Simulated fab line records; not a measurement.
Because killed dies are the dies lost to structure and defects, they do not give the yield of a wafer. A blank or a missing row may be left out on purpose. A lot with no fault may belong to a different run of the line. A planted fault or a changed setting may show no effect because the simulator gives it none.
Split-lot trial	flow n5_finfet	21 wafers read across 7 lots, on a route 1938 steps long

ON THE SPLIT
At N5_BEOL_M10_TRENCH_ETCH_37 (etches SiCOH lowk in C4F6/O2, target depth 148.83 nm, time 48 s), the setting source_w was moved away from the recipe's 345 W on 5 of the 21 wafers read, by -16.0% to +17.7%. All remaining wafers had this setting at the recipe value.

FROM THE SPLIT TO THE READING: what the file shows between them, 11 steps
- N5_BEOL_M10_ETCH_41: etches SiCN in CH3F/O2, target depth 42.6 nm, time 86 s
- N5_BEOL_M10_STRIP_77: strips in N2/H2, time 10 s
- N5_BEOL_M10_OCD_MEAS_38
- N5_BEOL_M10_HM_STRIP_39: strips TiN in peroxide tin strip, target depth 25 nm, time 158 s
- N5_BEOL_M10_SRD_40: time 30 s
- N5_BEOL_M10_ECD_50: material Cu, target thk 318 nm
- N5_BEOL_M10_ANNEAL_51: time 90 s
- N5_BEOL_M10_CMP_52: polishes, stops on SiCOH lowk, t overpolish 7 s, target thk 140 nm
- N5_BEOL_M10_THK_MEAS_53: measures by xrf
- N5_BEOL_M10_PRE_CLEAN_55: time 15 s
- N5_BEOL_M10_DEP_56: deposits SiCN from 3MS/NH3, target thk 15 nm, time 26.5 s

THE READING
M10_RS in ohm/sq, measured at N5_BEOL_M10_RS_MEAS_57 by four-point-probe. Fault-free wafers of this fab line usually give 0.1524 ohm/sq, standard deviation 0.0025 ohm/sq.

wafer	tool, chamber at the split	source_w as run, W	against the recipe	M10_RS, ohm/sq	against lot-mates on the recipe
L075.1	rie_diel-04, 0	345	recipe	0.1482	-
L075.2	rie_diel-04, 2	345	recipe	0.1544	-
L075.3	rie_diel-04, 1	345	recipe	0.1521	-
L076.1	rie_diel-01, 3	345	recipe	0.1526	-
L076.4	rie_diel-01, 2	345	recipe	0.1495	-
L076.5	rie_diel-01, 0	345	recipe	0.1495	-
L085.1	rie_diel-04, 1	345	recipe	0.1556	-
L085.3	rie_diel-04, 1	345	recipe	0.1547	-
L085.6	rie_diel-04, 1	345	recipe	0.1558	-
L087.1	rie_diel-06, 1	345	recipe	0.1525	-
L087.2	rie_diel-06, 2	345	recipe	0.1527	-
L087.3	rie_diel-06, 0	345	recipe	0.1559	-
L089.4	rie_diel-01, 1	406.1	+17.7%	0.1431	-0.0097
L089.5	rie_diel-01, 2	345	recipe	0.1529	-
L089.6	rie_diel-01, 1	345	recipe	0.1527	-
L090.1	rie_diel-06, 3	289.8	-16.0%	0.1624	+0.0068
L090.2	rie_diel-06, 0	345	recipe	0.1556	-
L090.5	rie_diel-06, 3	289.8	-16.0%	0.1668	+0.0112
L091.3	rie_diel-06, 1	369	+7.0%	0.1489	-0.0028
L091.4	rie_diel-06, 3	369	+7.0%	0.1481	-0.0036
L091.5	rie_diel-06, 1	345	recipe	0.1517	-

FIT RESULTS
A straight line over all 21 wafers: M10_RS changes by -0.00066 ohm/sq for each +1% of source_w; r = -0.89; the points scatter about the line by 0.0023 ohm/sq.
The same after taking each lot's own level away (the mean of its wafers on the recipe; 21 wafers): -0.000547 ohm/sq for each +1%; r = -0.93; scatter 0.0015 ohm/sq.
On that fit, the largest move of source_w shifts the reading by 0.0097 ohm/sq.
The span of the lots' own levels, 0.15053 to 0.15560 ohm/sq, comes to 2.0 times the standard deviation stated above.
Hence the slope depends on the lot-to-lot level, as the two fits are not the same.
Check: with one of the wafers moved furthest among these (+17.7%) left out of the fit, the line predicts -0.00954 ohm/sq for it against its lot-mates. Against them it came out at -0.0097 ohm/sq.
Tool readings at the split's step, against how far the setting was moved: rf_vpp_V r = -0.93.

THESE WAFERS: OTHER SPLITS
Note: prior to the reading, these wafers also went through further splits. Each is held against what the fit with the lots' levels taken away leaves over:
other split on the same wafers	wafers away from the commonest value	r with M10_RS (lot level and that fit taken away)
N5_BEOL_M10_COAT_60 spin_rpm	8	+0.17
N5_BEOL_M10_VIA_ETCH_34 bias_w	5	-0.02

THE WHOLE CHAIN: every reading that the file lists as answering this split, in the file's order
step	what it does	reading	change (the file's fit)	r (the file's)
N5_BEOL_M10_TRENCH_ETCH_37	etches SiCOH lowk in C4F6/O2, target depth 148.83 nm, time 48 s	rf_vpp_V	-3.65 V for each +1% of the setting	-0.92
N5_BEOL_M10_TRENCH_ETCH_37	etches SiCOH lowk in C4F6/O2, target depth 148.83 nm, time 48 s	etch.depth_nm (the simulator's own value, which no gauge read)	+0.467 nm for each +1% of the setting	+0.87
N5_BEOL_M10_TRENCH_ETCH_37	etches SiCOH lowk in C4F6/O2, target depth 148.83 nm, time 48 s	BEOL_M10.feature_depth_nm (the simulator's own value, which no gauge read)	+0.468 nm for each +1% of the setting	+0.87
N5_BEOL_M10_OCD_MEAS_38		trench_depth_nm	+0.452 nm for each +1% of the setting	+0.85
N5_BEOL_M10_CMP_52	polishes, stops on SiCOH lowk, t overpolish 7 s, target thk 140 nm	Cu_of_BEOL_M10_ECD_50.thk_nm (the simulator's own value, which no gauge read)	+0.441 nm for each +1% of the setting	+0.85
N5_BEOL_M10_THK_MEAS_53	measures by xrf	M10_THK	+0.461 for each +1% of the setting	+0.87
N5_BEOL_M10_RS_MEAS_57	measures by four-point-probe	M10_RS	-0.000547 for each +1% of the setting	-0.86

THE FILE'S OWN FIT
M10_RS changes by -0.000547 ohm/sq for each +1% of source_w, r = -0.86.
